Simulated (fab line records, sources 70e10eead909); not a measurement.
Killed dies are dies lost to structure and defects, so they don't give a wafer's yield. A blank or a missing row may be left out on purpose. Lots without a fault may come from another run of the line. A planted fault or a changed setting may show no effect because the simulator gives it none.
A struck lot beside a sound one | flow nand_harc | 18 steps out of a route of 1159
Sound: wafers L583.1, L583.3, L583.6. Struck: wafer L596.4. (L596.6 of the same lot was not struck and is left out.) The cause comes at the end.
At each step with rows: each side's tool, then ch and its chambers, then its first start. Under that, the readings that differ: sound wafers | struck wafers | difference of the means | sigmas: that difference in standard deviations of wafers without a fault.
alike: readings whose means differ by less than 2 such deviations, and words and numbers that are the same on both sides. not compared: withheld readings, readings that some wafer has no value for, bounds like >300 that may hide the same value, and numbers for which the record gives no deviation and whose values overlap.
The two part at a step that has a row with sigmas, a row that says differs or no value, or rows on one side only. Numbers that don't overlap but have no deviation are shown without sigmas and don't part them. A reading that every wafer of one side lacks parts them only if that side has two wafers or more.

NHARC_P_ZERO_WELL_CD_MEAS_24: target cd 720 nm.
  sound on cd_sem-02 ch 0, day 2 02:28; struck on cd_sem-03 ch 0, day 5 08:29
  alike: cd_nm
then, 1 step without rows for these wafers: NHARC_P_ZERO_WELL_HARDBAKE_25 (time 80 s).
NHARC_P_ZERO_WELL_DESCUM_26: chemistry O2, time 3 s.
  sound on rie_diel-10 ch 0,1,3, day 2 02:39; struck on rie_diel-10 ch 1, day 5 08:42
  alike: chamber_pressure_mTorr, drypump_motor_current_A, oes_product_au, rf_vpp_V, showerhead_plenum_p_Torr, throttle_valve_pct
  not compared: rf_hours_counter_h
then, 9 steps without rows for these wafers: NHARC_P_ZERO_WELL_IMPLANT_27; NHARC_P_ZERO_WELL_IMPLANT_57; NHARC_P_ZERO_WELL_IMPLANT_58; NHARC_P_ZERO_WELL_STRIP_28 (strips in SPM, time 840 s); NHARC_P_ZERO_WELL_DEHYDRATE_29 (time 120 s); NHARC_P_ZERO_WELL_HMDS_30 (time 30 s); NHARC_P_ZERO_WELL_COAT_31; NHARC_P_ZERO_WELL_SOFTBAKE_32 (time 95 s); NHARC_P_ZERO_WELL_EBR_33.
NHARC_P_ZERO_WELL_EXPOSE_34: exposes mask P PWELL, target cd 720 nm.
  sound on krf_scanner-02 ch 0, day 2 03:50; struck on krf_scanner-02 ch 0, day 5 09:53
  alike: mask, reticle_temp_C
then, 2 steps without rows for these wafers: NHARC_P_ZERO_WELL_PEB_35 (peb time 85 s); NHARC_P_ZERO_WELL_DEVELOP_36 (time 70 s).
NHARC_P_ZERO_WELL_CD_MEAS_37: target cd 720 nm.
  sound on cd_sem-02 ch 0, day 2 03:59; struck on cd_sem-02 ch 0, day 5 10:02
  reading    | sound             | struck | difference | sigmas
  cd_nm (nm) | 720.0 716.9 718.1 | 733.1  | +14.8      | +8
then, 1 step without rows for these wafers: NHARC_P_ZERO_WELL_HARDBAKE_38 (time 80 s).
-- the record jumps here: 18 days lie between the struck wafers' starts before and after (it left off in module P_ZERO_WELL and takes up again in module END, whose first step shown is number 1159 of the route) --
NHARC_END_SORT_01:
  the record has rows for the struck wafers here (prober-02 ch 0, day 23 14:46) and none for the sound ones

WHERE THEY PART
First at NHARC_P_ZERO_WELL_CD_MEAS_37; last, within this record, at NHARC_END_SORT_01.

WHY: what the simulator had put in
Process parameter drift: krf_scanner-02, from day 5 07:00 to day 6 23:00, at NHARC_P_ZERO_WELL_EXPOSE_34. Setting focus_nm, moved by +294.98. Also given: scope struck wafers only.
